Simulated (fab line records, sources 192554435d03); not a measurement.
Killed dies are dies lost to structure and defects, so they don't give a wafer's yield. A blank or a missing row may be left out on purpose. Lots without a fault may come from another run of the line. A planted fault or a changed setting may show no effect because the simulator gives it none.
A struck lot beside a sound one | flow n5_finfet | 44 steps out of a route of 1938
Sound: wafers L807.4, L807.5, L807.6. Struck: wafer L819.1. The cause comes at the end.
At each step with rows: each side's tool, then ch and its chambers, then its first start. Under that, the readings that differ: sound wafers | struck wafers | difference of the means | sigmas: that difference in standard deviations of wafers without a fault.
alike: readings whose means differ by less than 2 such deviations, and words and numbers that are the same on both sides. not compared: withheld readings, readings that some wafer has no value for, bounds like >300 that may hide the same value, and numbers for which the record gives no deviation and whose values overlap.
The two part at a step that has a row with sigmas, a row that says differs or no value, or rows on one side only. Numbers that don't overlap but have no deviation are shown without sigmas and don't part them. A reading that every wafer of one side lacks parts them only if that side has two wafers or more.

first, 3 steps without rows for these wafers: N5_BEOL_M10_ALD_74 (deposits TaN, target thk 2 nm, pulse time 2 s, purge time 3 s); N5_BEOL_M10_SURFACE_TREAT_76; N5_BEOL_M10_CVD_75 (deposits Co from CCTBA/H2, target thk 2 nm, time 138.9 s).
N5_BEOL_M10_SPUTTER_48: material Cu, target thk 12 nm, time 2 s.
  sound on pvd_sputter-01, day 11 05:16; struck on pvd_sputter-01, day 14 07:17
  alike: throttle_valve_pct
then, 2 steps without rows for these wafers: N5_BEOL_M10_ECD_50 (material Cu, target thk 318 nm); N5_BEOL_M10_ANNEAL_51 (time 90 s).
N5_BEOL_M10_CMP_52: polishes, stops on SiCOH lowk, t overpolish 7 s, target thk 140 nm.
  sound on cmp-01 ch 2,3, day 11 05:50; struck on cmp-04 ch 3, day 14 07:59
  alike: barrier_field_endpoint_s, motor_current_A, overpolish_run_s, time_to_endpoint_s
N5_BEOL_M10_THK_MEAS_53: measures by xrf.
  sound on film_metro-02, day 11 06:06; struck on film_metro-02, day 14 08:17
  alike: M10_THK
then, 2 steps without rows for these wafers: N5_BEOL_M10_PRE_CLEAN_55 (time 15 s); N5_BEOL_M10_DEP_56 (deposits SiCN from 3MS/NH3, target thk 15 nm, time 26.5 s).
N5_BEOL_M10_RS_MEAS_57: measures by four-point-probe.
  sound on film_metro-02, day 11 06:14; struck on film_metro-01, day 14 08:25
  alike: M10_RS
N5_BEOL_M10_INSPECT_58: inspects for defects (darkfield).
  sound on defect_inspect-02, day 11 06:16; struck on defect_inspect-01, day 14 08:27
  alike: raw_defect_count
N5_BEOL_M11_ILD_DEP_00: deposits SiCOH lowk from DEMS/porogen, target thk 308.51 nm, time 58 s.
  sound on pecvd-01 ch 0,1,2, day 11 06:19; struck on pecvd-01 ch 0, day 14 08:29
  reading                                             | sound                | struck | difference | sigmas
  rf_fwd_power_W (W)                                  | 495.7 496.0 497.3    | 499.8  | +3.5       | +2
  susceptor_temp_C (C)                                | 300.22 300.29 299.71 | 307.62 | +7.55      | +40
  model.SiCOH_lowk_of_BEOL_M11_ILD_DEP_00.thk_nm (nm) | 312 313 311.6        | 296.8  | -15.4      |
  alike: heater_power_w, showerhead_plenum_p_Torr, throttle_valve_pct
N5_BEOL_M11_CURE_71: cures SiCOH lowk, time 240 s.
  sound on uv_cure-03 ch 1, day 11 06:43; struck on uv_cure-02 ch 2, day 14 08:40
  alike: lamp_power_pct, wafer_temp_C_max
N5_BEOL_M11_THK_MEAS_01:
  sound on film_metro-01, day 11 07:00; struck on film_metro-01, day 14 09:11
  reading          | sound       | struck | difference | sigmas
  M11_ILD_THK (nm) | 271 272 271 | 258    | -13        | -4
then, 10 steps without rows for these wafers: N5_BEOL_M11_PECVD_70 (deposits SiO2 from TEOS/O2, target thk 20 nm, time 22.7 s); N5_BEOL_M11_HM_DEP_02 (deposits TiN, target thk 20 nm); N5_BEOL_M11_COAT_59 (time 60 s, resist thk 100 nm); N5_BEOL_M11_COAT_60 (time 60 s, resist thk 30 nm); N5_BEOL_M11_COAT_05 (resist thk 90 nm); N5_BEOL_M11_EBR_07; N5_BEOL_M11_SOFTBAKE_06 (time 60 s); N5_BEOL_M11_EXPOSE_08 (exposes mask M11); N5_BEOL_M11_PEB_09 (peb time 60 s); N5_BEOL_M11_DEVELOP_10 (develop time 30 s).
N5_BEOL_M11_CD_MEAS_11: target cd 64.1 nm.
  sound on cd_sem-01 ch 0, day 11 08:33; struck on cd_sem-03 ch 0, day 14 10:14
  alike: cd_nm
N5_BEOL_M11_OVL_MEAS_12:
  sound on overlay-01 ch 0, day 11 08:35; struck on overlay-02 ch 0, day 14 10:16
  alike: M11_OVL
N5_BEOL_M11_INSPECT_13: inspects for defects (brightfield).
  sound on defect_inspect-01, day 11 08:37; struck on defect_inspect-02, day 14 10:17
  alike: raw_defect_count
then, 2 steps without rows for these wafers: N5_BEOL_M11_DESCUM_16 (chemistry O2, time 7.9 s); N5_BEOL_M11_ETCH_61 (etches SiARC in CF4, target depth 39 nm, time 65 s).
N5_BEOL_M11_ETCH_62: etches SOC in N2/H2, target depth 110 nm, overetch 22 nm, time 165 s.
  sound on rie_diel-03 ch 0,3, day 11 08:58; struck on rie_diel-02 ch 3, day 14 10:25
  reading                | sound             | struck | difference | sigmas
  throttle_valve_pct (%) | 18.04 18.07 18.03 | 17.52  | -0.53      | -2
  alike: drypump_motor_current_A, oes_product_au, rf_fwd_power_W, rf_vpp_V, showerhead_plenum_p_Torr
  not compared: rf_hours_counter_h
then, 1 step without rows for these wafers: N5_BEOL_M11_STRIP_68 (strips in N2/H2).
N5_BEOL_M11_STRIP_67: strips in CF4.
  sound on rie_diel-03 ch 0,3, day 11 09:07; struck on rie_diel-02 ch 3, day 14 10:33
  alike: drypump_motor_current_A, oes_product_au, rf_vpp_V, showerhead_plenum_p_Torr, throttle_valve_pct
  not compared: rf_hours_counter_h
then, 2 steps without rows for these wafers: N5_BEOL_M11_HM_OPEN_17 (chemistry Cl2/BCl3, target TiN, target depth 20 nm, overetch 6 nm); N5_BEOL_M11_STRIP_19 (strips in O2).
N5_BEOL_M11_CD_MEAS_18: pitch 140 nm, target cd 70 nm.
  sound on cd_sem-03, day 11 09:20; struck on cd_sem-03, day 14 10:47
  alike: cd_nm
then, 6 steps without rows for these wafers: N5_BEOL_M11_COAT_63 (time 60 s, resist thk 100 nm); N5_BEOL_M11_COAT_64 (time 60 s, resist thk 30 nm); N5_BEOL_M11_COAT_22 (resist thk 90 nm); N5_BEOL_M11_EBR_24; N5_BEOL_M11_SOFTBAKE_23 (time 60 s); N5_BEOL_M11_EXPOSE_25 (exposes mask V10).
N5_BEOL_M11_CMP_52: polishes, stops on SiCOH lowk, t overpolish 7 s, target thk 140 nm.
  sound on cmp-02 ch 0,1,2, day 11 13:51; struck on cmp-01 ch 3, day 14 14:54
  reading                                             | sound           | struck | difference | sigmas
  model.SiCOH_lowk_of_BEOL_M11_ILD_DEP_00.thk_nm (nm) | 268.2 269 267.6 | 254.6  | -13.7      |
  alike: barrier_field_endpoint_s, motor_current_A, overpolish_run_s, time_to_endpoint_s
N5_PASSIVATION_PROBE_49:
  the record has rows for the sound wafers here (prober-02, day 13 12:26) and none for the struck ones

WHERE THEY PART
First at N5_BEOL_M11_ILD_DEP_00; last, within this record, at N5_PASSIVATION_PROBE_49.

WHY: what the simulator had put in
Process parameter drift: pecvd-01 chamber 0, from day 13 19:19 on, at N5_BEOL_M11_ILD_DEP_00. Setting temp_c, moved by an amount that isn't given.
